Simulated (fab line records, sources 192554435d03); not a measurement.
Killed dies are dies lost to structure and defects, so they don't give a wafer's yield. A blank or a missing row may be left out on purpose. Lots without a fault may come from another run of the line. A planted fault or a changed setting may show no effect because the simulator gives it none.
fab line records | flow n5_finfet
record lots=7 wafers=39
route steps=1938 shown BEOL_M9@1446
start_h: hours from the record's first day to the start of the lot's first wafer shown | wait_h: hours since the lot's step before | " the same as in the row above | L1.1+2: a row that stands for several wafers | - no value, or no start given | * or withheld: withheld | < > ~ a bound
route shown NAME@n: a module of which the file shows steps, and the number in the route of the first | usual: mean/standard deviation of fault-free wafers | same: alike in all rows | chamber/n: place in a boat | sites: the reading at each site | _std_site: their standard deviation | _edge_site: outer sites' mean less inner sites' | radius_mm: how far each site lies from the wafer's centre | mask NAME#n: copy n | behind: the tool/chamber that last shaped the wafer | hold: why the lot was held/for how many hours/how that ended | device: the transistor (n, p or np) that didn't switch | end of line: the same wafers' tests at the end of the route | a step without rows: its recipe alone | killed: dies lost to structure and defects at the first sort, not the wafer's yield | map: a wafer's dies, x killed, . not, _ none there
set.NAME: the setting as run; set.NAME@STEP: as run at that earlier step | model.NAME: the simulator's own value behind a step, which no gauge read
lots whose settings were changed on purpose; a table a step, a row a wafer
## steps
# step N5_BEOL_M9_TRENCH_ETCH_37
# recipe chemistry=C4F6/O2 target_depth_a=1514.3 target=SiCOH_lowk time_s=49 ion_energy_ev=250 pressure_mtorr=30 source_w=345 bias_w=185 Ar_flow_sccm=300 C4F6_flow_sccm=10 O2_flow_sccm=10
# columns lot.wafer tool chamber start_h wait_h set.target_depth_a model.etch.depth_nm model.BEOL_M9.feature_depth_nm model.TiN_of_BEOL_M9_HM_DEP_02.thk_nm
L075.1 rie_diel-01 1 - - 1969 198 198 14.2
L075.2 " 0 " " 1969 197.6 197.6 14.4
L075.3 " 2 " " 1969 199.2 199.2 14.4
L075.4 " 3 " " 1514.3 151.5 151.4 15.6
L075.5 " 3 " " 1514.3 151.9 151.8 15.6
L075.6 " 2 " " 1514.3 153.8 153.8 15.6
L078.1 rie_diel-03 3 - - 1514.3 155.2 155.2 15.6
L078.2 " 1 " " 1514.3 151.1 151 16.2
L078.3 " 0 " " 2379 237.8 237.8 13.6
L078.4 " 0 " " 2379 237.3 237.2 13.6
L078.5 " 1 " " 1514.3 149.8 149.8 15.8
L078.6 " 3 " " 2379 246.2 246.2 13.2
L080.1 rie_diel-03 1 - - 1514.3 147.8 147.8 15.8
L080.5 " 3 " " 1514.3 155.1 155.2 15.6
L080.6 " 2 " " 1514.3 152.8 152.8 15.6
L081.1 rie_diel-03 3 - - 1514.3 154 154 16
L081.2 " 0 " " 1514.3 149.6 149.6 15.8
L081.3 " 2 " " 1277 128 128 16.6
L081.4 " 1 " " 1277 126.5 126.6 16.2
L081.5 " 2 " " 1277 128.7 128.6 16.4
L081.6 " 1 " " 1514.3 151.6 151.6 15.6
L083.1 rie_diel-01 1 - - 831.8 83.21 83.2 17.6
L083.2 " 3 " " 831.8 84.21 84.2 17.6
L083.3 " 2 " " 831.8 85.04 85 17.8
L083.4 " 0 " " 1514.3 152 152 16
L083.5 " 3 " " 1514.3 152.1 152.2 15.8
L083.6 " 0 " " 1514.3 152.6 152.6 15.8
L091.1 rie_diel-02 1 - - 994.2 100.3 100.4 17.2
L091.2 " 0 " " 994.2 99.97 100 17
L091.3 " 2 " " 994.2 100.2 100.2 17
L091.4 " 3 " " 1514.3 153.6 153.6 15.8
L091.5 " 1 " " 1514.3 153.2 153.2 15.8
L091.6 " 2 " " 1514.3 152.4 152.4 16
L093.1 rie_diel-02 1 - - 1279 129.1 129.2 16.2
L093.2 " 3 " " 1514.3 153.6 153.6 15.8
L093.3 " 2 " " 1514.3 151.8 151.8 15.6
L093.4 " 0 " " 1279 126.5 126.6 16.6
L093.5 " 3 " " 1279 128.4 128.4 16.2
L093.6 " 0 " " 1514.3 151.3 151.4 15.8
# step N5_BEOL_M9_ETCH_41
# recipe chemistry=CH3F/O2 target=SiCN target_depth_a=366 taper_deg=2 time_s=70.1 ion_energy_ev=120 mask_material=TiN pressure_mtorr=30 source_w=395 bias_w=75 Ar_flow_sccm=150 CH3F_flow_sccm=30 O2_flow_sccm=20
# step N5_BEOL_M9_STRIP_80
# recipe chemistry=N2/H2 time_s=10 power_w=450 temp_c=40 pressure_mtorr=20 rf_frequency_hz=6e+07 bias_power_w=7 n2_flow_sccm=200 h2_flow_sccm=200
# step N5_BEOL_M9_OCD_MEAS_38
# usual trench_depth_nm=152.2/2.1
# columns lot.wafer tool chamber start_h wait_h set.target_depth_a@BEOL_M9_TRENCH_ETCH_37 trench_depth_nm
L075.1 ocd-02 - 227.81 - 1969 197.5
L075.2 " - " " 1969 197.2
L075.3 " - " " 1969 199.3
L075.4 " - " " 1514.3 151.6
L075.5 " - " " 1514.3 151.8
L075.6 " - " " 1514.3 154.2
L078.1 ocd-01 - 232.93 - 1514.3 155.3
L078.2 " - " " 1514.3 151.6
L078.3 " - " " 2379 237.9
L078.4 " - " " 2379 236.5
L078.5 " - " " 1514.3 149.7
L078.6 " - " " 2379 246.5
L080.1 ocd-02 - 249.24 - 1514.3 147.7
L080.5 " - " " 1514.3 155.6
L080.6 " - " " 1514.3 152.7
L081.1 ocd-02 - 260.15 - 1514.3 153.9
L081.2 " - " " 1514.3 149.8
L081.3 " - " " 1277 127.6
L081.4 " - " " 1277 126.3
L081.5 " - " " 1277 128.8
L081.6 " - " " 1514.3 151.3
L083.1 ocd-01 - 266.43 - 831.8 83.4
L083.2 " - " " 831.8 84.7
L083.3 " - " " 831.8 84.9
L083.4 " - " " 1514.3 152.0
L083.5 " - " " 1514.3 152.1
L083.6 " - " " 1514.3 153.0
L091.1 ocd-02 - 307.23 - 994.2 100.6
L091.2 " - " " 994.2 100.5
L091.3 " - " " 994.2 100.0
L091.4 " - " " 1514.3 153.8
L091.5 " - " " 1514.3 153.2
L091.6 " - " " 1514.3 152.6
L093.1 ocd-01 - 320.15 - 1279 129.3
L093.2 " - " " 1514.3 153.7
L093.3 " - " " 1514.3 151.7
L093.4 " - " " 1279 125.9
L093.5 " - " " 1279 128.4
L093.6 " - " " 1514.3 151.5
# step N5_BEOL_M9_HM_STRIP_39
# recipe chemistry=peroxide_tin_strip material=TiN target_depth_a=250 temp_c=50 time_s=158
# step N5_BEOL_M9_SRD_40
# recipe time_s=30 temp_c=23 rinse_liquid=diw dry=ipa_marangoni
# step N5_BEOL_M9_ECD_50
# recipe material=Cu target_thk_a=3180
# step N5_BEOL_M9_ANNEAL_51
# recipe temp_c=225 time_s=90 ambient=N2
# step N5_BEOL_M9_CMP_52
# recipe stop_on=SiCOH_lowk t_overpolish_s=7 down_force_psi=1 platen_rpm=50 clearing_platen_down_force_psi=1.5 clearing_platen_rpm=50 post_cmp_clean=cu_alkaline target_thk_nm=140 clearing_platen_pad_velocity_m_s=0.99484 pad_velocity_m_s=0.99484
# columns lot.wafer tool chamber start_h wait_h set.target_depth_a@BEOL_M9_TRENCH_ETCH_37 model.Cu_of_BEOL_M9_ECD_50.thk_nm
L075.4+5 cmp-04 2 229.81 0.1 1514.3 139.4
L075.1 " 3 " " 1969 186.4
L075.2 " 0 " " 1969 185
L075.3 " 1 " " 1969 188.8
L075.6 " 3 " " 1514.3 141.6
L078.3 cmp-02 0 236.19 0.2 2379 225.2
L078.4 " 1 " " 2379 225
L078.2 " 2 " " 1514.3 140
L078.1 " 3 " " 1514.3 144
L078.6 " 0 " " 2379 234
L078.5 " 1 " " 1514.3 137.6
L080.1 cmp-02 1 251.58 0.3 1514.3 137.2
L080.6 " 3 " " 1514.3 141
L080.5 " 0 " " 1514.3 143.8
L081.1 cmp-04 0 262.30 0.3 1514.3 142.2
L081.4 " 1 " " 1277 115.4
L081.2 " 2 " " 1514.3 137.6
L081.3 " 3 " " 1277 117.4
L081.5 " 0 " " 1277 118.2
L081.6 " 1 " " 1514.3 139.8
L083.1 cmp-04 1 268.85 0.6 831.8 72
L083.4+6 " 2 " " 1514.3 140.2
L083.3 " 3 " " 831.8 74
L083.2 " 0 " " 831.8 71.2
L083.5 " 1 " " 1514.3 140.6
L091.2 cmp-01 1 309.26 0.2 994.2 91
L091.4 " 2 " " 1514.3 141.8
L091.3 " 3 " " 994.2 89.2
L091.1 " 0 " " 994.2 89
L091.6 " 1 " " 1514.3 144.2
L091.5 " 2 " " 1514.3 142.4
L093.2 cmp-01 1 322.44 0.2 1514.3 142
L093.1+5 " 2,1 " " 1279 117.8
L093.4 " 3 " " 1279 115
L093.3 " 0 " " 1514.3 140.8
L093.6 " 2 " " 1514.3 141
# step N5_BEOL_M9_THK_MEAS_53
# recipe thk_meas_gauge=xrf reads=Cu_of_BEOL_M9_ECD_50
# usual M9_THK=142.0/2.5
# columns lot.wafer tool chamber start_h wait_h set.target_depth_a@BEOL_M9_TRENCH_ETCH_37 M9_THK[nm]
L075.1 film_metro-02 - 230.10 - 1969 189.0
L075.2 " - " " 1969 186.7
L075.3 " - " " 1969 191.4
L075.4 " - " " 1514.3 141.8
L075.5 " - " " 1514.3 141.3
L075.6 " - " " 1514.3 144.2
L078.1 film_metro-01 - 236.49 - 1514.3 144.6
L078.2 " - " " 1514.3 140.6
L078.3 " - " " 2379 225.0
L078.4 " - " " 2379 225.6
L078.5 " - " " 1514.3 138.6
L078.6 " - " " 2379 234.8
L080.1 film_metro-01 - 251.80 - 1514.3 138.6
L080.5 " - " " 1514.3 145.2
L080.6 " - " " 1514.3 142.5
L081.1 film_metro-01 - 262.59 - 1514.3 144.6
L081.2 " - " " 1514.3 138.9
L081.3 " - " " 1277 118.9
L081.4 " - " " 1277 117.2
L081.5 " - " " 1277 119.3
L081.6 " - " " 1514.3 141.6
L083.1 film_metro-01 - 269.15 - 831.8 73.5
L083.2 " - " " 831.8 72.6
L083.3 " - " " 831.8 75.5
L083.4 " - " " 1514.3 142.9
L083.5 " - " " 1514.3 143.0
L083.6 " - " " 1514.3 142.8
L091.1 film_metro-02 - 309.56 - 994.2 90.5
L091.2 " - " " 994.2 92.5
L091.3 " - " " 994.2 90.4
L091.4 " - " " 1514.3 145.0
L091.5 " - " " 1514.3 144.9
L091.6 " - " " 1514.3 146.4
L093.1 film_metro-01 - 322.74 - 1279 119.6
L093.2 " - " " 1514.3 143.2
L093.3 " - " " 1514.3 142.5
L093.4 " - " " 1279 116.3
L093.5 " - " " 1279 119.0
L093.6 " - " " 1514.3 142.6
# step N5_BEOL_M9_PRE_CLEAN_55
# recipe gas=NH3 time_s=15 temp_c=withheld rf_power_w=300
# step N5_BEOL_M9_DEP_56
# recipe material=SiCN target_thk_a=150 temp_c=withheld precursor=3MS/NH3 pressure_torr=3 rf_w=202 time_s=26.5
# step N5_BEOL_M9_RS_MEAS_57
# recipe thk_meas_gauge=four-point-probe reads=Cu_of_BEOL_M9_ECD_50+Co_of_BEOL_M9_CVD_78+TaN_of_BEOL_M9_ALD_74
# usual M9_RS=0.1503/0.0027
# columns lot.wafer tool chamber start_h wait_h set.target_depth_a@BEOL_M9_TRENCH_ETCH_37 M9_RS[ohm/sq]
L075.1 film_metro-01 - 230.24 0.1 1969 0.1106
L075.2 " - " " 1969 0.1115
L075.3 " - " " 1969 0.1091
L075.4 " - " " 1514.3 0.1513
L075.5 " - " " 1514.3 0.1515
L075.6 " - " " 1514.3 0.1493
L078.1 film_metro-01 - 236.62 0.1 1514.3 0.1463
L078.2 " - " " 1514.3 0.1508
L078.3 " - " " 2379 0.0902
L078.4 " - " " 2379 0.0903
L078.5 " - " " 1514.3 0.1542
L078.6 " - " " 2379 0.0868
L080.1 film_metro-01 - 251.94 0.1 1514.3 0.1545
L080.5 " - " " 1514.3 0.1465
L080.6 " - " " 1514.3 0.1501
L081.1 film_metro-02 - 262.73 0.1 1514.3 0.1485
L081.2 " - " " 1514.3 0.1537
L081.3 " - " " 1277 0.1838
L081.4 " - " " 1277 0.1870
L081.5 " - " " 1277 0.1821
L081.6 " - " " 1514.3 0.1510
L083.1 film_metro-02 - 269.28 0.1 831.8 0.3234
L083.2 " - " " 831.8 0.3270
L083.3 " - " " 831.8 0.3126
L083.4 " - " " 1514.3 0.1503
L083.5 " - " " 1514.3 0.1501
L083.6 " - " " 1514.3 0.1507
L091.1 film_metro-01 - 309.70 0.1 994.2 0.2514
L091.2 " - " " 994.2 0.2451
L091.3 " - " " 994.2 0.2513
L091.4 " - " " 1514.3 0.1485
L091.5 " - " " 1514.3 0.1483
L091.6 " - " " 1514.3 0.1462
L093.1 film_metro-01 - 322.87 0.1 1279 0.1832
L093.2 " - " " 1514.3 0.1484
L093.3 " - " " 1514.3 0.1499
L093.4 " - " " 1279 0.1879
L093.5 " - " " 1279 0.1826
L093.6 " - " " 1514.3 0.1497
## key
split step=N5_BEOL_M9_TRENCH_ETCH_37 setting=target_depth_a stated=1514.3 by=wafer
response step=N5_BEOL_M9_TRENCH_ETCH_37 reading=model.etch.depth_nm change=+1.53 per=1% r=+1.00
response step=N5_BEOL_M9_TRENCH_ETCH_37 reading=model.BEOL_M9.feature_depth_nm change=+1.54 per=1% r=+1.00
response step=N5_BEOL_M9_TRENCH_ETCH_37 reading=model.TiN_of_BEOL_M9_HM_DEP_02.thk_nm change=-0.0402 per=1% r=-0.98
response step=N5_BEOL_M9_OCD_MEAS_38 reading=trench_depth_nm change=+1.53 per=1% r=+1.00
response step=N5_BEOL_M9_CMP_52 reading=model.Cu_of_BEOL_M9_ECD_50.thk_nm change=+1.53 per=1% r=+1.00
response step=N5_BEOL_M9_THK_MEAS_53 reading=M9_THK change=+1.54 per=1% r=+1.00
response step=N5_BEOL_M9_RS_MEAS_57 reading=M9_RS shape=bent at_lowest=0.3210 at_stated=0.1500 at_highest=0.0891
